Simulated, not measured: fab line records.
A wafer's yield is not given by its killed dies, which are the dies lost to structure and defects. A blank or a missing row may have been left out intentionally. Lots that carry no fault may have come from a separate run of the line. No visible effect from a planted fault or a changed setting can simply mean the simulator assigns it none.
2 desks, one fault | flow nand_harc | each desk holds nothing but its own numbers, with what lay behind them at the end

## AT THE TOOL OWNER'S DESK: cmp-01
The tool's own readings at NHARC_P_STI_CMP_21 (polishes, t overpolish 20 s, target thk 380.67 nm): means of the sampled wafers that have a number, for each lot that ran on this tool. A lot is out of limits, marked OUT, if its mean lies more than 4 standard deviations from the usual mean; the brackets give that distance.
Columns: A = motor_current_A at NHARC_P_STI_CMP_21, usual 11.9 A; B = overpolish_run_s at NHARC_P_STI_CMP_21, usual 20.001 s; C = pad_life_wafers at NHARC_P_STI_CMP_21, usual 251
lot  | first seen here | A    | B                        | C
L863 | day 4 23:07     | 12.5 | 19.992                   | 57
L873 | day 7 08:07     | 12.1 | 35.818 (+99 or more) OUT | 385
L874 | day 7 13:06     | 11.7 | 35.812 (+99 or more) OUT | 423
Finding of this desk: L873, L874 out of limits; the first was L873 at day 7 08:07, on overpolish_run_s at NHARC_P_STI_CMP_21. L863: within limits.

## AT THE METROLOGY DESK
What the gauges read for every lot (on any tool): the sampled wafers with a number, averaged. A lot is out of limits, marked OUT, if its mean lies more than 4 standard deviations from the usual mean; the brackets give that distance.
Columns: A = cd_nm at NHARC_P_STI_CD_MEAS_16, usual 200.3 nm; B = trench_depth_nm at NHARC_P_STI_OCD_MEAS_17, usual 303 nm; C = trench_foot_cd_nm at NHARC_P_STI_OCD_MEAS_17, usual 158.6 nm; D = trench_depth_nm at NHARC_P_STI_OCD_MEAS_43, usual 303 nm; E = trench_foot_cd_nm at NHARC_P_STI_OCD_MEAS_43, usual 158.6 nm
lot  | first seen here | A     | B   | C     | D   | E
L863 | day 4 01:16     | 201.9 | 300 | 159.1 | 300 | 159.0
L865 | day 4 11:37     | 198.3 | 303 | 156.5 | 303 | 156.6
L873 | day 6 11:23     | 199.6 | 300 | 158.3 | 300 | 158.7
L874 | day 6 18:50     | 201.5 | 301 | 160.1 | 302 | 160.3
L879 | day 7 20:23     | 199.2 | 304 | 156.9 | 304 | 157.2
L880 | day 8 08:19     | 202.2 | 302 | 160.4 | 302 | 160.5
Finding of this desk: none of the 6 lots has anything out of limits.

## PUT TOGETHER
The tool owner's desk could have raised an alarm at day 7 08:07, on L873, L874.
At the metrology desk, nothing out of limits was observed.
The metrology desk has L873, L874 on record, within its limits.
NHARC_P_STI_CMP_21 was run on cmp-01 by each of the lots named.

## WHAT HAD BEEN PUT IN BY THE SIMULATOR
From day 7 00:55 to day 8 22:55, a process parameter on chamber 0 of cmp-01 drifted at NHARC_P_STI_CMP_21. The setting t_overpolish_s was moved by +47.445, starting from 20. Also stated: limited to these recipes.
Struck lots among those shown: L873, L874.
How many hours passed from the start of the fault until each desk's first out-of-limits reading: the tool owner's desk, 7.
